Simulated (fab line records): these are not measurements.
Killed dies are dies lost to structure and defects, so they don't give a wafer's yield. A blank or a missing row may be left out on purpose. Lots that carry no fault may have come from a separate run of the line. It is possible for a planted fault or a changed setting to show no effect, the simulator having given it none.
Matching of chambers :: flow n5-finfet :: 4 sister chambers for N5_FIN_SAQP_ETCH_64 on rie-si-04
The step etches SiO2 in CF4, target depth 1.5 nm. 8 wafers are shown with their chamber, then 8 later ones without.

WAFERS WITH THEIR CHAMBER
wafer: L086.1
chamber: 1
drypump-motor-current-A (A): 5.4
throttle-valve-pct (%): 21.73

wafer: L086.2
chamber: 3
drypump-motor-current-A (A): 6.4
throttle-valve-pct (%): 21.66

wafer: L088.2
chamber: 0
drypump-motor-current-A (A): 6.4
throttle-valve-pct (%): 21.21

wafer: L088.5
chamber: 1
drypump-motor-current-A (A): 5.4
throttle-valve-pct (%): 21.71

wafer: L091.4
chamber: 2
drypump-motor-current-A (A): 4.9
throttle-valve-pct (%): 21.53

wafer: L091.5
chamber: 3
drypump-motor-current-A (A): 6.4
throttle-valve-pct (%): 21.66

wafer: L091.6
chamber: 0
drypump-motor-current-A (A): 6.5
throttle-valve-pct (%): 21.23

wafer: L093.1
chamber: 2
drypump-motor-current-A (A): 4.9
throttle-valve-pct (%): 21.53

WAFERS MISSING THEIR CHAMBER
wafer: L093.4
drypump-motor-current-A (A): 6.4
throttle-valve-pct (%): 21.67

wafer: L093.5
drypump-motor-current-A (A): 6.4
throttle-valve-pct (%): 21.22

wafer: L094.2
drypump-motor-current-A (A): 6.5
throttle-valve-pct (%): 21.22

wafer: L094.3
drypump-motor-current-A (A): 4.9
throttle-valve-pct (%): 21.53

wafer: L094.4
drypump-motor-current-A (A): 5.4
throttle-valve-pct (%): 21.53

wafer: L097.1
drypump-motor-current-A (A): 6.4
throttle-valve-pct (%): 21.22

wafer: L097.4
drypump-motor-current-A (A): 4.9
throttle-valve-pct (%): 21.52

wafer: L097.5
drypump-motor-current-A (A): 6.5
throttle-valve-pct (%): 21.23

WHICH CHAMBER EACH ONE RAN IN
wafer: L093.4
from the rows above: 3
in truth: 3

wafer: L093.5
from the rows above: 0
in truth: 0

wafer: L094.2
from the rows above: 0
in truth: 0

wafer: L094.3
from the rows above: 2
in truth: 2

wafer: L094.4
from the rows above: 2
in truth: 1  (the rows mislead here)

wafer: L097.1
from the rows above: 0
in truth: 0

wafer: L097.4
from the rows above: 2
in truth: 2

wafer: L097.5
from the rows above: 0
in truth: 0
7 of 8 placed correctly. Can't be placed from these rows: 0. Number placed wrongly: 1.
How it was worked out, from the rows above alone: a wafer's distance from a chamber is the root of the sum, over the readings, of the square of ((its reading less the chamber's mean) divided by the reading's scatter). The wafer belongs to the nearest chamber; if the next one is less than 2 further off, it can't be placed. For every chamber, the mean is computed from those of its wafers that are shown. The scatter: the root of (the sum of the squares of (reading less its chamber's mean) over the shown wafers, divided by (wafers less chambers)).
